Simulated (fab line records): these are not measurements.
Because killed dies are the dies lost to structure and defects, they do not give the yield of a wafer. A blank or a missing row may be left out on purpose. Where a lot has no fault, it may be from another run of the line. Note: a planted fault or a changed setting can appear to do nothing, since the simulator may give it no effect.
A lot that was struck, set against a sound lot | flow n5Finfet | 36 out of 1938 route steps
Sound: the wafers L357.3, L357.4, L357.5. Wafers struck: L371.1, L371.4, L371.6. Last of all comes the cause.
Each step with rows lists, per side, the tool, then ch with its chambers, then its first start. Under that, the readings that differ: sound wafers | struck wafers | difference of the means | sigmas: that difference in standard deviations of wafers without a fault.
alike: a reading whose means differ by less than 2 such deviations, as well as words and numbers matching on both sides. not compared: withheld readings; readings where some wafer has no value; bounds like >300 that might hide an equal value; numbers whose values overlap and for which the record gives no deviation.
Wherever a step has rows on one side only, a row that says differs or no value, or a row with sigmas, the two part there. Numbers that don't overlap but have no deviation are shown without sigmas and don't part them. Lack of a reading on every wafer of one side parts them only where that side has two or more wafers.

first, 8 steps without rows for these wafers: N5_BEOL_M4_SPUTTER_96 (material Cu, target thk 4.5 nm, time 8.29 s); N5_BEOL_M4_ECD_50 (material Cu, target thk 300 nm); N5_BEOL_M4_ANNEAL_51 (time 90 s); N5_BEOL_M4_CMP_52 (polishes, stops on SiOC, t overpolish 6.8 s, target thk 40 nm); N5_BEOL_M4_PRE_CLEAN_60 (time 15 s); N5_BEOL_M4_CO_CAP_55 (material Co, precursor CCTBA/H2, target thk 2 nm, time 102.1 s); N5_BEOL_M4_PRE_CLEAN_56 (time 15 s); N5_BEOL_M4_DEP_57 (deposits SiCN from 3MS/NH3, target thk 8 nm, time 14 s).
N5_BEOL_M5_ILD_DEP_00: deposits SiCOH lowk from DEMS/porogen, target thk 140.64 nm, time 25.9 s.
  sound on pecvd-03 ch 0,1,2, day 9 12:38; struck on pecvd-03 ch 0,2, day 12 23:08
  alike: heaterPowerW, showerheadPlenumPTorr, throttleValvePct
then, 12 steps without rows for these wafers: N5_BEOL_M5_CURE_79 (cures SiCOH lowk, time 240 s); N5_BEOL_M5_PECVD_70 (deposits SiO2 from TEOS/O2, target thk 16 nm, time 18 s); N5_BEOL_M5_HM_DEP_02 (deposits TiN, target thk 20 nm); N5_BEOL_M5_COAT_59 (time 60 s, resist thk 60 nm); N5_BEOL_M5_COAT_60 (time 60 s, resist thk 12 nm); N5_BEOL_M5_COAT_71 (time 60 s, resist thk 5 nm); N5_BEOL_M5_COAT_05 (resist thk 30 nm); N5_BEOL_M5_EBR_07; N5_BEOL_M5_SOFTBAKE_06 (time 60 s); N5_BEOL_M5_EXPOSE_08 (exposes mask M5, target cd 28 nm); N5_BEOL_M5_PEB_09 (peb time 60 s); N5_BEOL_M5_DEVELOP_10 (develop time 30 s).
N5_BEOL_M5_INSPECT_13: inspects for defects (brightfield).
  sound: defectInspect-02 at day 9 14:22; struck: defectInspect-01 at day 13 01:39
reading        | sound       | struck      | difference | sigmas
rawDefectCount | 363 276 453 | 716 688 797 | +370       | +4
then, 12 steps without rows for these wafers: N5_BEOL_M5_DESCUM_16 (chemistry O2, time 7 s); N5_BEOL_M5_ETCH_72 (etches underlayer in N2/H2, target depth 6.5 nm, time 5.2 s); N5_BEOL_M5_ETCH_61 (etches SiARC in CF4, target depth 15.6 nm, time 26 s); N5_BEOL_M5_ETCH_62 (etches SOC in N2/H2, target depth 75 nm, overetch 15 nm, time 112.5 s); N5_BEOL_M5_STRIP_63 (strips in N2/H2); N5_BEOL_M5_STRIP_73 (strips in N2/H2); N5_BEOL_M5_STRIP_64 (strips in CF4); N5_BEOL_M5_HM_OPEN_17 (chemistry Cl2/BCl3, target TiN, target depth 20 nm, overetch 6 nm); N5_BEOL_M5_STRIP_19 (strips in O2); N5_BEOL_M5_COAT_65 (time 60 s, resist thk 60 nm); N5_BEOL_M5_COAT_66 (time 60 s, resist thk 12 nm); N5_BEOL_M5_COAT_74 (time 60 s, resist thk 5 nm).
N5_BEOL_M5_INSPECT_30: inspects for defects (brightfield).
  sound: defectInspect-01 at day 9 15:15; struck: defectInspect-01 at day 13 03:42
reading        | sound       | struck      | difference | sigmas
rawDefectCount | 392 269 467 | 688 694 765 | +340       | +4
-- record jumps: 4 days separate the struck wafers' starts on either side; left off in module BEOL_M5, taken up again in module PASSIVATION, whose first shown step is the route's number 1936 --
N5_PASSIVATION_PROBE_49:
  sound: prober-01 at day 13 17:40; struck: prober-02 at day 17 13:56
reading                 | sound          | struck         | difference | sigmas
defectLimitedYield (%)  | 94.2 93.7 90.7 | 87.5 82.5 85.8 | -7.6       | -5
killed_at_M4_up         | 7 8 27         | 40 107 34      | +46        | +8
killedAtContacts        | 6 6 11         | 28 25 21       | +17        | +3
killedAtFrontEnd        | 28 14 29       | 45 47 63       | +28        | +2
killedAtOther           | 6 10 16        | 1 4 0          | -9         | -3
killedDies              | 69 74 110      | 148 207 167    | +90        | +5
killedOnRim             | 11 3 13        | 29 23 34       | +20        | +5
killedOpen              | 31 50 70       | 81 75 93       | +33        | +3
sort_bin_5_function (%) | 3.1 3.8 5.7    | 7.2 11.0 8.4   | +4.7       | +5
sort_bin_6_memory (%)   | 2.1 2.3 3.5    | 4.6 5.0 4.7    | +2.1       | +3
sortNPass               | 1111 1106 1070 | 1032 973 1013  | -90        | -5
sortYieldPct (%)        | 94.2 93.7 90.7 | 87.5 82.5 85.8 | -7.6       | -5
  alike: killed_at_M0_to_M3, killedShort

WHERE THEY PART
Earliest at N5_BEOL_M5_INSPECT_13; latest, in this record, at N5_PASSIVATION_PROBE_49.

WHY: what the simulator had put in
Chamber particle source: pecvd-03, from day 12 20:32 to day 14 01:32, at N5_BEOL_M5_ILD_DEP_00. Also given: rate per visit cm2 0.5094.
